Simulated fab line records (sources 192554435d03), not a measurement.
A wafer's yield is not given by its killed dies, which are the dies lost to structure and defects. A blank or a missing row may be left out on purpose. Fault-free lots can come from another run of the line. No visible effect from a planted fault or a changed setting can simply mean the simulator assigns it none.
Problem report, 8D (eight disciplines) form, completed by code	flow n5-finfet	the parts of the form that need people (team, actions taken, sign-off) are left out

== 1. WHAT IS WRONG ==
Wafers free of any fault read 0.194 nA/um (standard deviation 0.029) for IOFF_P at N5_BEOL_M4_RC_MEAS_101, against a mean of 30.116 nA/um on 2 wafers of 2 lots. That is +99 or more standard deviations from the usual mean.
Earliest sighting: wafer L525.1 on prober-02 at day 11 08:04. At this step, 27 wafers from 9 lots have a number in the record. By rule, "out" or "out of limits" means more than 4 standard deviations away from the usual mean. All remaining wafers that have a number are taken as sound.

== 2. WHAT THIS IS AND IS NOT ==
question	is	is not
which readings at this step	IOFF_P, DIBL_P, IOFF_P_85C, IOFF_P_LIN, ION_P, SS_P, VT_P_LVT	DIBL_N, IOFF_N, ION_N, SS_N, VT_N
which lots	L525, L530	L521, L522, L532, L535, L540, L541, L542
which wafers of those lots	L525.1, L530.1	L525.4, L525.6, L530.4, L530.6
read on which gauges	prober-02	prober-01
when	from day 11 08:04	up to then (8 sound wafers); but 17 sound wafers of L530, L532, L535, L540, L541, L542 came after

== 3. THE SUSPECTS, EACH WITH WHAT RULES IT OUT ==
Counting: any tool at a process step up to the reading remains a suspect provided it ran every lot that is out. Sound lots after the first of them don't rule it out here, since some wafers of a struck lot are sound.
- the gauge at N5_BEOL_M4_RC_MEAS_101 has been ruled out. All the wafers that are out were read on prober-02, but those of them that N5_SD_EPI_P_SD_RECESS_17 has rows for are out there too, on other tools.
- ald-sin-02 at N5_SD_EPI_N_LINER_46 (material SiNx, target thk 3 nm): kept. It ran every lot that is out, first L525 (day 4 16:05).
- rie-si-06 at N5_SD_EPI_P_SD_RECESS_17 (chemistry HBr/Cl2/O2, target depth 39.1 nm, bt time 3 s): kept. Ran every lot that is out, first one L525 (day 4 17:31); last sound lot up to then L522 (day 3 19:51). Its own readings are out on those wafers: oes-product-au.
- plasma-asher-01 at N5_SD_EPI_P_STRIP_40 (strips in N2/H2): kept. Ran every lot that is out, first one L525 (day 4 17:40); last sound lot up to then L521 (day 3 12:17).
The count leaves ald-sin-02 at N5_SD_EPI_N_LINER_46, rie-si-06 at N5_SD_EPI_P_SD_RECESS_17, and plasma-asher-01 at N5_SD_EPI_P_STRIP_40.

== 4. THE CAUSE (what the simulator had put in) ==
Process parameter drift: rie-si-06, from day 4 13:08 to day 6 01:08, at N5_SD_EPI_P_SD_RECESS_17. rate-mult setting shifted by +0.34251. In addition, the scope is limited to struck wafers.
Counting leaves 3 suspects; this tool is one of them.

== 5. THE EFFECT CHAIN, in route order ==
Each row: a reading where the mean over the struck wafers with a number is more than 3 standard deviations away from the usual. Only readings whose record carries a usual standard deviation are examined. hours: median over the lots of the time between each lot's start at the first step of this table that gives one and its start at this step. sigmas: the change, counted in usual standard deviations.
hours	step	reading	usual	on struck wafers	change	sigmas
0	N5_SD_EPI_P_SD_RECESS_17	oes-product-au	0.999 a.u.	1.079	+0.080	+7.3
158	N5_BEOL_M4_RC_MEAS_101	DIBL_P	35.3 mV/V	111.3	+76.0	+38
158	N5_BEOL_M4_RC_MEAS_101	IOFF_P	0.194 nA/um	30.116	+29.922	+99 or more
158	N5_BEOL_M4_RC_MEAS_101	IOFF_P_85C	3.4 nA/um	235.6	+232.2	+99 or more
158	N5_BEOL_M4_RC_MEAS_101	IOFF_P_LIN	0.093 nA/um	0.511	+0.418	+38
158	N5_BEOL_M4_RC_MEAS_101	ION_P	456 uA/um	493	+37	+5.2
158	N5_BEOL_M4_RC_MEAS_101	REXT_P	100.6 ohm.um	95.1	-5.5	-3.5
158	N5_BEOL_M4_RC_MEAS_101	SS_P	73.1 mV/dec	138.5	+65.4	+99 or more
158	N5_BEOL_M4_RC_MEAS_101	VT_P	-252 mV	-240	+12	+3.8
158	N5_BEOL_M4_RC_MEAS_101	VT_P_LVT	-99.8 mV	-89.4	+10.4	+4.5
260	N5_PASSIVATION_PROBE_49	sort-n-pass	1079	0	-1079	-63
260	N5_PASSIVATION_PROBE_49	sort-yield-pct	91.4 %	0.0	-91.4	-65
Process steps it contains:
- N5_SD_EPI_P_SD_RECESS_17: chemistry HBr/Cl2/O2, target depth 39.1 nm, bt time 3 s.
- N5_PASSIVATION_PROBE_49

== 6. HOW IT WOULD HAVE BEEN CAUGHT EARLIER ==
Counted from the fault's start at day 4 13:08, it took 163 hours until the first out-of-limits reading at a measuring or inspecting step in this record, taken at day 11 08:04.
The tool's own readings at N5_SD_EPI_P_SD_RECESS_17 were out on every struck wafer that the step has a row for (oes-product-au): an alarm limit on them would have fired on the first of those.
By day 11 08:04 the whole set of lots that are out, 2 in number, had already begun N5_SD_EPI_P_SD_RECESS_17 on rie-si-06. Tool hold at that time: it would have spared none of them.
